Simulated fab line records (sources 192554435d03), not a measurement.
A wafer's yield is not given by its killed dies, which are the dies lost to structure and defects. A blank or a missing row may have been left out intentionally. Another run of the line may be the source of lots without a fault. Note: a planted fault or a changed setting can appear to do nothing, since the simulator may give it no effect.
fab line records -- flow n5-finfet
record lots=8, wafers=24, last-day=21
route steps=1938 shown FIN_SAQP@128 FIN_CUT@165 BEOL_M4@1111 PASSIVATION@1936
lots untouched by any fault: they come from a run of this same line in which no faults occurred
start-h: the number of hours between the record's first day and the start of the first shown wafer of the lot -- wait-h: hours elapsed since this lot's preceding step -- " identical to the entry in the row above -- L1.1+2: a row that stands for several wafers -- - no value present, or no start provided -- * or withheld: withheld -- < > ~ a bound
route shown NAME@n: names a module that has steps shown in the file, with the first one's number in the route -- usual: average and standard deviation across the fault-free wafers -- same: alike in all rows -- chamber/n: place in a boat -- sites: readings site by site -- _std_site: the standard deviation of these -- _edge_site: the outer-site mean with the inner-site mean subtracted -- radius-mm: for every site, how far away it sits from the centre of the wafer -- mask NAME#n: copy n -- behind: the most recent tool/chamber to have shaped the wafer -- hold: what put the lot on hold/how long, in hours/how the hold closed -- device: which transistor (n, p or np) failed to switch -- end of line: tests run on the same wafers once the route is complete -- where a step has no rows: the recipe by itself -- killed: count of dies lost to structure and defects at first sort (not the wafer's yield) -- map: shows each die of a wafer: x if killed, . if not, _ if none is there
set.NAME: the setting the step ran with; set.NAME@STEP: the setting that earlier step ran with -- model.NAME: the simulator's own value behind a step, which no gauge read
the route's steps for a sample of lots (tables are steps, rows are wafers)
services: from which hour (start-h, from the record's first day; less than 0 if before it) a tool's chamber was out of use, for how many hours, and why
## steps
# step N5_FIN_SAQP_CD_MEAS_27
# recipe target-cd-nm=20, landing-energy-ev=1000, detector=se-inlens, polarity=line
# usual cd-nm=20.32/0.22
lot.wafer,tool,chamber,start-h,wait-h,cd-nm
L331.4,cd-sem-01,0,36.03,0.1,20.18
L331.5,cd-sem-01,0,36.03,0.1,20.07
L331.6,cd-sem-01,0,36.03,0.1,20.60
L332.1,cd-sem-02,0,43.72,0.1,20.29
L332.4,cd-sem-02,0,43.72,0.1,20.46
L332.6,cd-sem-02,0,43.72,0.1,20.51
L336.1,cd-sem-01,0,65.68,0.1,20.22
L336.2,cd-sem-01,0,65.68,0.1,20.20
L336.4,cd-sem-01,0,65.68,0.1,20.70
L340.1,cd-sem-03,0,90.56,0.1,20.57
L340.2,cd-sem-03,0,90.56,0.1,20.34
L340.6,cd-sem-03,0,90.56,0.1,20.49
L341.3,cd-sem-01,0,99.18,0.1,20.24
L341.5,cd-sem-01,0,99.18,0.1,20.42
L341.6,cd-sem-01,0,99.18,0.1,20.44
L342.2,cd-sem-03,0,104.12,0.1,20.12
L342.4,cd-sem-03,0,104.12,0.1,20.52
L342.6,cd-sem-03,0,104.12,0.1,20.34
L347.1,cd-sem-03,0,132.56,0.1,20.30
L347.2,cd-sem-03,0,132.56,0.1,20.52
L347.5,cd-sem-03,0,132.56,0.1,20.20
L350.4,cd-sem-03,0,149.85,0.1,20.40
L350.5,cd-sem-03,0,149.85,0.1,20.32
L350.6,cd-sem-03,0,149.85,0.1,20.71
# step N5_FIN_SAQP_ETCH_67
# recipe chemistry=CH3F/O2, target=SiNx, target-depth-a=300, mask-material=SOC, pressure-mtorr=30, source-w=395, bias-w=73, Ar_flow_sccm=150, CH3F_flow_sccm=30, O2_flow_sccm=20, ion-energy-ev=120
# usual drypump-motor-current-A=5.7/0.38, oes-product-au=0.76/0.072, rf-vpp-V=297.2/2.9, showerhead-plenum-p-Torr=2.00/0.08, throttle-valve-pct=16.46/0.13
lot.wafer,tool,chamber,start-h,wait-h,drypump-motor-current-A,oes-product-au,rf-hours-counter-h,rf-vpp-V,showerhead-plenum-p-Torr,throttle-valve-pct
L331.4,rie-diel-04,2,36.80,0.0,5.1,0.74,156,295.0,2.00,16.42
L331.5,rie-diel-04,1,36.80,0.0,5.6,0.70,-,297.9,1.96,16.82
L331.6,rie-diel-04,0,36.80,0.0,6.1,0.71,-,294.8,1.90,16.49
L332.1,rie-diel-04,1,44.58,0.0,5.6,0.70,246,298.2,1.96,16.83
L332.4,rie-diel-04,0,44.58,0.0,6.1,0.71,208,295.6,1.90,16.49
L332.6,rie-diel-04,0,44.58,0.0,6.1,0.71,-,296.7,1.90,16.49
L336.1,rie-diel-02,0,66.79,0.0,5.6,0.74,157,298.2,1.92,16.29
L336.2,rie-diel-02,2,66.79,0.0,5.7,0.84,59,303.1,2.11,16.33
L336.4,rie-diel-02,1,66.79,0.0,5.7,0.78,128,297.6,2.09,16.30
L340.1,rie-diel-02,0,91.68,0.0,5.6,0.72,164,299.9,1.92,16.30
L340.2,rie-diel-02,2,91.68,0.0,5.7,0.83,66,301.2,2.11,16.33
L340.6,rie-diel-02,1,91.68,0.0,5.7,0.76,-,297.4,2.09,16.32
L341.3,rie-diel-02,2,99.97,0.0,5.7,0.83,69,303.2,2.11,16.36
L341.5,rie-diel-02,3,99.97,0.0,5.7,0.79,-,296.4,1.93,16.47
L341.6,rie-diel-02,2,99.97,0.0,5.6,0.83,-,302.1,2.11,16.35
L342.2,rie-diel-04,2,104.90,0.0,5.2,0.72,183,294.9,1.99,16.46
L342.4,rie-diel-04,3,104.90,0.0,5.1,0.72,207,297.7,2.06,16.50
L342.6,rie-diel-04,0,104.90,0.0,6.0,0.69,-,295.2,1.89,16.54
L347.1,rie-diel-02,1,133.58,0.0,5.7,0.75,150,298.2,2.08,16.33
L347.2,rie-diel-02,3,133.58,0.0,5.6,0.78,128,296.7,1.93,16.47
L347.5,rie-diel-02,3,133.58,0.0,5.6,0.78,-,296.5,1.93,16.48
L350.4,rie-diel-05,3,150.62,0.0,6.6,0.71,181,296.0,2.07,16.49
L350.5,rie-diel-05,2,150.62,0.0,5.8,0.69,-,293.3,2.06,16.77
L350.6,rie-diel-05,3,150.62,0.0,6.6,0.71,-,297.2,2.07,16.47
# step N5_FIN_SAQP_RECESS_71
# recipe chemistry=HF/NH3, target=SiO2, target-depth-a=30, afs-cycles=1, temp-c=30, sublimation-temp-c=180, sublimation-time-s=60
# usual drypump-motor-current-A=5.2/0.36, temp-c=29.98/0.1
lot.wafer,tool,chamber,start-h,wait-h,drypump-motor-current-A,temp-c
L331.4,vapor-etch-02,1,36.94,0.1,5.1,29.94
L331.5,vapor-etch-02,0,36.94,0.1,5.2,29.97
L331.6,vapor-etch-02,1,36.94,0.1,5.1,29.88
L332.1,vapor-etch-02,1,44.68,0.0,5.1,29.94
L332.4,vapor-etch-02,0,44.68,0.0,5.2,30.16
L332.6,vapor-etch-02,1,44.68,0.0,5.1,30.07
L336.1,vapor-etch-02,0,66.89,0.0,5.2,29.87
L336.2,vapor-etch-02,1,66.89,0.0,5.1,30.16
L336.4,vapor-etch-02,0,66.89,0.0,5.2,29.90
L340.1,vapor-etch-01,0,91.78,0.0,4.7,29.85
L340.2,vapor-etch-01,1,91.78,0.0,5.8,29.93
L340.6,vapor-etch-01,0,91.78,0.0,4.7,30.03
L341.3,vapor-etch-02,0,100.12,0.1,5.3,30.08
L341.5,vapor-etch-02,0,100.12,0.1,5.3,29.98
L341.6,vapor-etch-02,1,100.12,0.1,5.1,29.76
L342.2,vapor-etch-02,0,105.00,0.0,5.2,30.08
L342.4,vapor-etch-02,1,105.00,0.0,5.1,30.00
L342.6,vapor-etch-02,0,105.00,0.0,5.2,30.12
L347.1,vapor-etch-01,0,133.68,0.0,4.8,30.08
L347.2,vapor-etch-01,1,133.68,0.0,5.8,30.13
L347.5,vapor-etch-01,1,133.68,0.0,5.8,29.94
L350.4,vapor-etch-01,0,150.76,0.1,4.7,29.99
L350.5,vapor-etch-01,1,150.76,0.1,5.8,30.11
L350.6,vapor-etch-01,0,150.76,0.1,4.7,30.03
# step N5_FIN_SAQP_SPACER2_ALD_28
# recipe material=SiO2, target-thk-a=81, temp-c=300, ald-precursor-family=BDEAS, ald-co-reactant=O2-plasma, pulse-time-s=1, purge-time-s=2, co-reactant-purge-time-s=2, pressure-torr=2
# usual heater-power-w=460/43, precursor-pulse-height-rel=1.001/0.021
lot.wafer,tool,chamber,start-h,wait-h,heater-power-w,precursor-pulse-height-rel
L331.4,ald-sin-02,1,37.04,0.1,463,0.996
L331.5,ald-sin-02,0,37.04,0.1,440,0.986
L331.6,ald-sin-02,1,37.04,0.1,454,1.029
L332.1,ald-sin-02,3,44.83,0.1,441,1.019
L332.4,ald-sin-02,1,44.83,0.1,449,1.020
L332.6,ald-sin-02,0,44.83,0.1,432,0.995
L336.1,ald-sin-01,0,67.19,0.3,393,0.991
L336.2,ald-sin-01,1,67.19,0.3,482,0.993
L336.4,ald-sin-01,3,67.19,0.3,471,1.000
L340.1,ald-sin-02,2,93.53,1.7,453,0.984
L340.2,ald-sin-02,0,93.53,1.7,434,0.974
L340.6,ald-sin-02,3,93.53,1.7,446,0.989
L341.3,ald-sin-01,1,100.93,0.8,484,1.024
L341.5,ald-sin-01,0,100.93,0.8,386,1.001
L341.6,ald-sin-01,1,100.93,0.8,479,0.996
L342.2,ald-sin-02,2,105.65,0.6,450,1.001
L342.4,ald-sin-02,3,105.65,0.6,449,1.024
L342.6,ald-sin-02,0,105.65,0.6,433,1.019
L347.1,ald-sin-01,2,133.82,0.1,566,1.010
L347.2,ald-sin-01,0,133.82,0.1,398,0.985
L347.5,ald-sin-01,0,133.82,0.1,408,1.006
L350.4,ald-sin-01,3,150.86,0.1,466,1.002
L350.5,ald-sin-01,1,150.86,0.1,475,1.000
L350.6,ald-sin-01,0,150.86,0.1,392,1.022
# step N5_FIN_SAQP_INSPECT_40
# recipe inspect-instrument=brightfield, mode=aei
# usual raw-defect-count=219/60
lot.wafer,tool,chamber,start-h,wait-h,raw-defect-count
L331.4,defect-inspect-02,-,38.15,0.0,212
L331.5,defect-inspect-02,-,38.15,0.0,158
L331.6,defect-inspect-02,-,38.15,0.0,169
L332.1,defect-inspect-02,-,46.03,0.0,160
L332.4,defect-inspect-02,-,46.03,0.0,212
L332.6,defect-inspect-02,-,46.03,0.0,228
L336.1,defect-inspect-01,-,68.47,0.0,194
L336.2,defect-inspect-01,-,68.47,0.0,222
L336.4,defect-inspect-01,-,68.47,0.0,254
L340.1,defect-inspect-01,-,94.63,0.0,194
L340.2,defect-inspect-01,-,94.63,0.0,188
L340.6,defect-inspect-01,-,94.63,0.0,245
L341.3,defect-inspect-02,-,102.14,0.0,710
L341.5,defect-inspect-02,-,102.14,0.0,794
L341.6,defect-inspect-02,-,102.14,0.0,840
L342.2,defect-inspect-01,-,106.83,0.0,194
L342.4,defect-inspect-01,-,106.83,0.0,241
L342.6,defect-inspect-01,-,106.83,0.0,168
L347.1,defect-inspect-02,-,135.00,0.0,791
L347.2,defect-inspect-02,-,135.00,0.0,844
L347.5,defect-inspect-02,-,135.00,0.0,768
L350.4,defect-inspect-02,-,152.03,0.0,180
L350.5,defect-inspect-02,-,152.03,0.0,217
L350.6,defect-inspect-02,-,152.03,0.0,280
# step N5_FIN_CUT_INSPECT_10
# recipe mode=adi, inspect-instrument=brightfield
# usual raw-defect-count=41/11
lot.wafer,tool,chamber,start-h,wait-h,raw-defect-count
L331.4,defect-inspect-02,-,38.54,0.0,37
L331.5,defect-inspect-02,-,38.54,0.0,23
L331.6,defect-inspect-02,-,38.54,0.0,35
L332.1,defect-inspect-01,-,46.43,0.1,45
L332.4,defect-inspect-01,-,46.43,0.1,41
L332.6,defect-inspect-01,-,46.43,0.1,41
L336.1,defect-inspect-02,-,68.86,0.1,41
L336.2,defect-inspect-02,-,68.86,0.1,38
L336.4,defect-inspect-02,-,68.86,0.1,48
L340.1,defect-inspect-01,-,95.02,0.1,21
L340.2,defect-inspect-01,-,95.02,0.1,38
L340.6,defect-inspect-01,-,95.02,0.1,48
L341.3,defect-inspect-01,-,102.53,0.0,588
L341.5,defect-inspect-01,-,102.53,0.0,618
L341.6,defect-inspect-01,-,102.53,0.0,651
L342.2,defect-inspect-02,-,107.22,0.0,47
L342.4,defect-inspect-02,-,107.22,0.0,41
L342.6,defect-inspect-02,-,107.22,0.0,35
L347.1,defect-inspect-01,-,135.40,0.1,636
L347.2,defect-inspect-01,-,135.40,0.1,639
L347.5,defect-inspect-01,-,135.40,0.1,624
L350.4,defect-inspect-01,-,152.43,0.0,30
L350.5,defect-inspect-01,-,152.43,0.0,38
L350.6,defect-inspect-01,-,152.43,0.0,45
# step N5_FIN_CUT_INSPECT_17
# recipe inspect-instrument=brightfield, mode=aei
# usual raw-defect-count=228/64
lot.wafer,tool,chamber,start-h,wait-h,raw-defect-count
L331.4,defect-inspect-01,-,39.49,0.0,234
L331.5,defect-inspect-01,-,39.49,0.0,179
L331.6,defect-inspect-01,-,39.49,0.0,187
L332.1,defect-inspect-01,-,47.65,0.0,182
L332.4,defect-inspect-01,-,47.65,0.0,229
L332.6,defect-inspect-01,-,47.65,0.0,254
L336.1,defect-inspect-01,-,69.81,0.0,211
L336.2,defect-inspect-01,-,69.81,0.0,227
L336.4,defect-inspect-01,-,69.81,0.0,250
L340.1,defect-inspect-02,-,96.02,0.0,178
L340.2,defect-inspect-02,-,96.02,0.0,180
L340.6,defect-inspect-02,-,96.02,0.0,234
L341.3,defect-inspect-02,-,103.48,0.0,704
L341.5,defect-inspect-02,-,103.48,0.0,796
L341.6,defect-inspect-02,-,103.48,0.0,838
L342.2,defect-inspect-01,-,108.33,0.0,178
L342.4,defect-inspect-01,-,108.33,0.0,256
L342.6,defect-inspect-01,-,108.33,0.0,158
L347.1,defect-inspect-01,-,136.54,0.0,800
L347.2,defect-inspect-01,-,136.54,0.0,853
L347.5,defect-inspect-01,-,136.54,0.0,809
L350.4,defect-inspect-01,-,153.38,0.0,176
L350.5,defect-inspect-01,-,153.38,0.0,232
L350.6,defect-inspect-01,-,153.38,0.0,318
# step N5_BEOL_M4_RC_MEAS_101
# usual DIBL_N=36.3/1.1, DIBL_P=36.3/1.4, IOFF_N=0.155/0.019, IOFF_P=0.211/0.027, ION_N=672/8.5, ION_P=462/5.8, SS_N=71.5/0.56, SS_P=73.3/0.52, VT_N=249.9/2.5, VT_P=-249.8/2.8
lot.wafer,tool,chamber,start-h,wait-h,DIBL_N[mV/V],DIBL_P[mV/V],IOFF_N[nA/um],IOFF_P[nA/um],ION_N[uA/um],ION_P[uA/um],SS_N[mV/dec],SS_P[mV/dec],VT_N[mV],VT_P[mV]
L332.1,prober-01,0,219.84,0.0,35.0,36.1,0.126,0.198,669,459,70.9,72.1,255.9,-249.1
L332.4,prober-01,0,219.84,0.0,35.6,37.4,0.148,0.235,679,473,71.3,73.1,248.9,-247.1
L332.6,prober-01,0,219.84,0.0,36.1,37.8,0.149,0.227,668,458,71.5,72.3,251.6,-248.8
L331.4,prober-01,0,228.86,0.5,35.6,36.9,0.152,0.178,669,451,71.1,73.6,248.7,-253.7
L331.5,prober-01,0,228.86,0.5,34.9,35.4,0.134,0.170,670,456,71.3,73.3,249.2,-252.4
L331.6,prober-01,0,228.86,0.5,35.7,35.9,0.153,0.178,671,455,72.0,73.3,251.5,-253.4
L336.1,prober-02,0,289.57,0.0,36.7,37.0,0.177,0.217,689,466,71.6,74.0,250.4,-248.3
L336.2,prober-02,0,289.57,0.0,37.7,37.7,0.182,0.223,677,459,72.3,73.2,245.9,-247.1
L336.4,prober-02,0,289.57,0.0,36.1,34.9,0.156,0.183,670,456,71.0,73.2,249.7,-251.6
L340.1,prober-01,0,324.10,0.0,37.2,36.9,0.151,0.183,670,455,71.2,73.8,251.3,-253.2
L340.2,prober-01,0,324.10,0.0,38.5,38.1,0.178,0.206,664,452,72.3,73.0,250.4,-249.8
L340.6,prober-01,0,324.10,0.0,36.4,36.1,0.139,0.181,658,447,71.2,73.0,253.2,-252.0
L341.3,prober-01,0,335.78,0.3,34.7,33.6,0.137,0.184,666,458,70.4,72.8,250.3,-251.3
L341.5,prober-01,0,335.78,0.3,36.8,35.7,0.175,0.211,667,453,71.2,73.8,248.7,-250.6
L341.6,prober-01,0,335.78,0.3,35.3,34.6,0.146,0.197,665,458,70.7,73.1,248.0,-250.7
L342.2,prober-01,0,346.64,0.2,36.8,37.0,0.144,0.238,663,460,72.3,73.7,251.8,-247.6
L342.4,prober-01,0,346.64,0.2,34.9,35.0,0.116,0.204,650,455,71.6,72.6,257.1,-250.4
L342.6,prober-01,0,346.64,0.2,37.2,37.4,0.153,0.250,665,460,72.1,73.7,251.9,-248.8
L350.4,prober-01,0,368.66,0.5,34.9,37.6,0.168,0.241,668,470,70.4,73.3,247.3,-247.3
L350.5,prober-01,0,368.66,0.5,34.3,36.8,0.150,0.235,673,472,71.7,73.1,249.5,-244.4
L350.6,prober-01,0,368.66,0.5,34.9,36.6,0.157,0.232,665,465,71.8,72.6,251.7,-248.7
L347.1,prober-02,0,385.35,0.0,38.3,37.3,0.176,0.236,677,462,71.2,73.9,245.9,-248.3
L347.2,prober-02,0,385.35,0.0,37.5,35.8,0.154,0.206,680,465,71.6,73.1,252.5,-249.6
L347.5,prober-02,0,385.35,0.0,36.9,35.6,0.149,0.204,669,457,71.5,73.6,250.5,-249.6
# step N5_PASSIVATION_PROBE_49
# usual defect-limited-yield=91.4/1.2, killed_at_M0_to_M3=34/10, killed_at_M4_up=14/5.1, killed-at-contacts=12/6.4, killed-at-front-end=38/9.3, killed-at-other=4/3, killed-dies=102/15, killed-on-rim=13/3.6, killed-open=67/12, killed-short=33/6.9, sort_bin_5_function=5.0/0.86, sort_bin_6_memory=3.2/0.58, sort_bin_8_speed=0.00/0.0099, sort-n-pass=1078/15, sort-yield-pct=91.4/1.2
# same gross-dies=1180, killed-at-back-side=0, sort_bin_4_leakage[%]=0
lot.wafer,tool,chamber,start-h,wait-h,defect-limited-yield[%],killed_at_M0_to_M3,killed_at_M4_up,killed-at-contacts,killed-at-front-end,killed-at-other,killed-dies,killed-on-rim,killed-open,killed-short,sort_bin_5_function[%],sort_bin_6_memory[%],sort_bin_8_speed[%],sort-n-pass,sort-yield-pct[%]
L336.1,prober-01,-,388.53,0.0,91.6,29,13,21,32,4,99,13,71,27,5.3,2.8,0,1081,91.6
L336.2,prober-01,-,388.58,0.1,92.3,28,9,21,30,3,91,10,63,25,4.8,2.8,0,1089,92.3
L336.4,prober-01,-,388.68,0.2,90.8,38,7,31,30,2,108,16,75,32,4.7,4.1,0,1072,90.8
L340.1,prober-01,-,435.03,0.0,91.0,44,18,18,23,3,106,17,68,36,5.8,3.1,0,1074,91.0
L340.2,prober-01,-,435.08,0.1,91.9,35,10,18,28,4,95,13,70,25,4.7,3.2,0,1085,91.9
L340.6,prober-01,-,435.28,0.3,90.4,34,19,10,46,4,113,14,71,40,5.7,3.4,0,1067,90.4
L341.3,prober-01,-,438.56,0.1,84.9,29,18,8,119,4,178,23,60,25,8.4,4.3,0,1002,84.9
L341.5,prober-01,-,438.66,0.2,86.6,38,10,12,93,5,158,32,58,33,8.0,3.3,0,1022,86.6
L341.6,prober-01,-,438.71,0.3,85.5,22,4,13,125,7,171,22,45,34,9.6,2.7,0,1009,85.5
L347.1,prober-01,-,498.48,0.0,84.0,39,11,13,123,3,189,27,74,21,9.4,4.7,0,991,84.0
L347.2,prober-01,-,498.53,0.1,85.5,36,12,6,116,1,171,35,69,26,9.0,3.5,0,1009,85.5
L347.5,prober-01,-,498.68,0.2,85.8,31,5,6,125,1,168,28,79,23,8.4,3.9,0,1012,85.8
# killed by level:class
L336.1 MOL_CONTACT_COAG:geometric-particle:open=17 FIN_SAQP:geometric-particle:open=11 BEOL_M0_SAQP:geometric-particle:open=11 BEOL_M0_SAQP:geometric-particle:short=7 BEOL_M4:geometric-particle:open=7 STARTING-WAFER:geometric-particle:open=7 GATE_CUT:geometric-particle:short=6 BEOL_M1:geometric-particle:open=5
L336.2 MOL_CONTACT_COAG:geometric-particle:open=16 BEOL_M1:geometric-particle:open=7 BEOL_M2:geometric-particle:open=7 DUMMY_GATE:geometric-particle:open=6 BEOL_M0_SAQP:geometric-particle:short=5 STI_FIN_REVEAL:geometric-particle:open=5 GATE_CUT:geometric-particle:short=5 MOL_CONTACT_COAG:geometric-particle:short=5
L336.4 MOL_CONTACT_COAG:geometric-particle:open=26 BEOL_M0_SAQP:geometric-particle:short=11 BEOL_M0_SAQP:geometric-particle:open=10 BEOL_M2:geometric-particle:open=8 GATE_CUT:geometric-particle:open=6 STI_FIN_REVEAL:geometric-particle:open=5 MOL_CONTACT_COAG:geometric-particle:short=5 FIN_SAQP:geometric-particle:short=4
L340.1 MOL_CONTACT_COAG:geometric-particle:open=16 BEOL_M0_SAQP:geometric-particle:short=16 BEOL_M0_SAQP:geometric-particle:open=12 BEOL_M4:geometric-particle:open=8 BEOL_M1:geometric-particle:open=7 BEOL_M3:geometric-particle:open=6 FIN_SAQP:geometric-particle:open=4 FIN_SAQP:geometric-particle:short=4
L340.2 MOL_CONTACT_COAG:geometric-particle:open=14 BEOL_M2:geometric-particle:open=10 BEOL_M3:geometric-particle:open=8 BEOL_M0_SAQP:geometric-particle:open=7 BEOL_M1:geometric-particle:open=7 FIN_SAQP:geometric-particle:open=5 FIN_SAQP:geometric-particle:short=5 STI_FIN_REVEAL:geometric-particle:open=5
L340.6 FIN_SAQP:geometric-particle:short=13 BEOL_M4:geometric-particle:open=11 BEOL_M0_SAQP:geometric-particle:open=9 MOL_CONTACT_COAG:geometric-particle:open=9 FIN_SAQP:geometric-particle:open=8 BEOL_M0_SAQP:geometric-particle:short=6 BEOL_M1:geometric-particle:open=6 STARTING-WAFER:geometric-particle:short=5
L341.3 FIN_SAQP:unspecified=92 BEOL_M4:geometric-particle:open=7 MOL_CONTACT_COAG:geometric-particle:open=7 BEOL_M2:geometric-particle:open=7 FIN_SAQP:geometric-particle:open=6 BEOL_M1:geometric-particle:open=6 BEOL_M0_SAQP:geometric-particle:open=5 FIN_SAQP:geometric-particle:short=4
L341.5 FIN_SAQP:unspecified=61 FIN_SAQP:geometric-particle:open=12 FIN_SAQP:geometric-particle:short=9 MOL_CONTACT_COAG:geometric-particle:open=9 BEOL_M0_SAQP:geometric-particle:short=8 BEOL_M2:geometric-particle:open=7 BEOL_M1:geometric-particle:open=6 DUMMY_GATE:geometric-particle:open=4
L341.6 FIN_SAQP:unspecified=90 STI_FIN_REVEAL:geometric-particle:open=8 MOL_CONTACT_COAG:geometric-particle:open=8 BEOL_M1:geometric-particle:open=6 FIN_SAQP:geometric-particle:short=5 DUMMY_GATE:geometric-particle:open=5 MOL_CONTACT_COAG:geometric-particle:short=5 BEOL_M0_SAQP:geometric-particle:short=5
L347.1 FIN_SAQP:unspecified=93 MOL_CONTACT_COAG:geometric-particle:open=12 BEOL_M3:geometric-particle:open=12 STI_FIN_REVEAL:geometric-particle:open=11 BEOL_M2:geometric-particle:open=7 BEOL_M4:geometric-particle:open=6 DUMMY_GATE:geometric-particle:open=5 BEOL_M0_SAQP:geometric-particle:open=4
L347.2 FIN_SAQP:unspecified=74 STI_FIN_REVEAL:geometric-particle:open=18 BEOL_M3:geometric-particle:open=12 BEOL_M2:geometric-particle:open=9 FIN_SAQP:geometric-particle:open=6 MOL_CONTACT_COAG:geometric-particle:open=6 BEOL_M4:geometric-particle:open=5 GATE_CUT:geometric-particle:short=4
L347.5 FIN_SAQP:unspecified=65 STI_FIN_REVEAL:geometric-particle:open=28 BEOL_M3:geometric-particle:open=10 FIN_SAQP:geometric-particle:open=9 BEOL_M1:geometric-particle:open=7 FIN_SAQP:geometric-particle:short=6 MOL_CONTACT_COAG:geometric-particle:open=6 GATE_CUT:geometric-particle:short=3
## services
tool,chamber,start-h,hours,kind
vapor-etch-01,1,23.31,3.7,repair
ald-sin-01,1,36.22,2.0,repair
rie-diel-04,1,54.35,-,clean
rie-diel-04,1,54.35,-,consumable-replace:focus-ring
rie-diel-04,1,54.35,18.2,scheduled-down
rie-diel-04,1,54.35,18.2,vent-cycle
ald-sin-02,-,70.72,0.3,repair
rie-diel-04,3,81.15,6.9,repair
ald-sin-01,-,95.28,1.1,repair
rie-diel-05,0,113.99,-,clean
rie-diel-05,0,113.99,-,consumable-replace:focus-ring
rie-diel-05,0,113.99,24.4,scheduled-down
rie-diel-05,0,113.99,24.4,vent-cycle
rie-diel-05,1,126.71,2.8,repair
ald-sin-01,3,140.26,2.1,repair
rie-diel-05,2,144.20,3.8,repair
## key
first-sign step=N5_FIN_SAQP_INSPECT_40, reading=raw-defect-count, direction=up, sigmas=9.6, usual=219, struck=791
effect step=N5_FIN_CUT_INSPECT_10, reading=raw-defect-count, direction=up, sigmas=56, usual=41, struck=626
effect step=N5_FIN_CUT_INSPECT_17, reading=raw-defect-count, direction=up, sigmas=9, usual=228, struck=800
effect step=N5_PASSIVATION_PROBE_49, reading=killed-at-front-end, direction=up, sigmas=8.5, usual=38, struck=117
more-kills-born-at N5_FIN_SAQP_ETCH_67@rie-diel-02=475
met-at N5_FIN_SAQP_ETCH_67
struck-lots L341,L347
not-acting-at N5_FIN_SAQP_CD_MEAS_27,N5_FIN_SAQP_RECESS_71,N5_FIN_SAQP_SPACER2_ALD_28
onset-between 91.68 99.97
fault kind=chamber-particle-source, tool=rie-diel-02, chamber=-, onset-h=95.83, steps=N5_FIN_SAQP_ETCH_67, rate-per-visit-cm2=0.91744, end-h=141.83
